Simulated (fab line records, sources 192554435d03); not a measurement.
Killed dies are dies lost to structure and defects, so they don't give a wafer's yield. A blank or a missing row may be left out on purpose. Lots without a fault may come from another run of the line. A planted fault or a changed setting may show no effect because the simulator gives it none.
Chamber matching | flow n5_finfet | N5_GATE_CUT_ETCH_36 on rie_diel-06: 4 sister chambers
The step etches SiARC in CF4, target depth 13 nm, time 21.7 s. 16 wafers are shown with their chamber, then 8 later ones without.

WAFERS WITH THEIR CHAMBER
wafer  | chamber | showerhead_plenum_p_Torr (Torr) | throttle_valve_pct (%) | drypump_motor_current_A (A)
L075.3 | 3       | 2.07                            | 16.25                  | 4.9
L075.4 | 0       | 2.23                            | 15.42                  | 5.3
L075.6 | 3       | 2.07                            | 16.25                  | 4.9
L081.2 | 0       | 2.22                            | 15.45                  | 5.3
L081.5 | 2       | 2.15                            | 15.37                  | 5.0
L081.6 | 1       | 2.21                            | 15.86                  | 6.0
L082.1 | 2       | 2.15                            | 15.38                  | 5.0
L082.3 | 0       | 2.22                            | 15.44                  | 5.4
L082.4 | 1       | 2.21                            | 15.87                  | 6.0
L083.1 | 1       | 2.21                            | 15.87                  | 5.9
L083.2 | 0       | 2.22                            | 15.45                  | 5.3
L083.4 | 1       | 2.21                            | 15.87                  | 6.0
L088.1 | 0       | 2.22                            | 15.47                  | 5.3
L088.5 | 1       | 2.21                            | 15.89                  | 6.0
L088.6 | 0       | 2.22                            | 15.47                  | 5.3
L094.2 | 3       | 2.06                            | 16.30                  | 4.9

SIGNATURES (means of the wafers above)
reading                  | chamber 0 | chamber 1 | chamber 2 | chamber 3 | scatter within a chamber
showerhead_plenum_p_Torr | 2.2217    | 2.2100    | 2.1500    | 2.0667    | 0.00354
throttle_valve_pct       | 15.4500   | 15.8720   | 15.3750   | 16.2667   | 0.0182
drypump_motor_current_A  | 5.317     | 5.980     | 5.000     | 4.900     | 0.0369
Rule: a wafer's distance from a chamber is the root of the sum, over the readings, of the square of ((its reading less the chamber's mean) divided by the reading's scatter). The wafer belongs to the nearest chamber; if the next one is less than 2 further off, it can't be placed. The scatter: the root of (the sum of the squares of (reading less its chamber's mean) over the shown wafers, divided by (wafers less chambers)).

WAFERS WITHOUT THEIR CHAMBER
wafer  | showerhead_plenum_p_Torr (Torr) | throttle_valve_pct (%) | drypump_motor_current_A (A)
L094.3 | 2.22                            | 15.46                  | 5.3
L094.5 | 2.06                            | 16.33                  | 4.9
L095.4 | 2.22                            | 15.48                  | 5.3
L095.5 | 2.21                            | 15.90                  | 6.0
L095.6 | 2.22                            | 15.48                  | 5.3
L097.1 | 2.20                            | 15.92                  | 5.9
L097.4 | 2.22                            | 15.49                  | 5.3
L097.5 | 2.15                            | 15.42                  | 5.0

WHICH CHAMBER EACH WENT THROUGH
wafer  | from the rows above | in truth
L094.3 | 0                   | 0
L094.5 | 3                   | 3
L095.4 | 0                   | 0
L095.5 | 1                   | 1
L095.6 | 0                   | 0
L097.1 | 1                   | 1
L097.4 | 0                   | 0
L097.5 | 2                   | 2
Placed correctly: 8 of 8. Can't be placed from these rows: 0. Placed wrongly: 0.
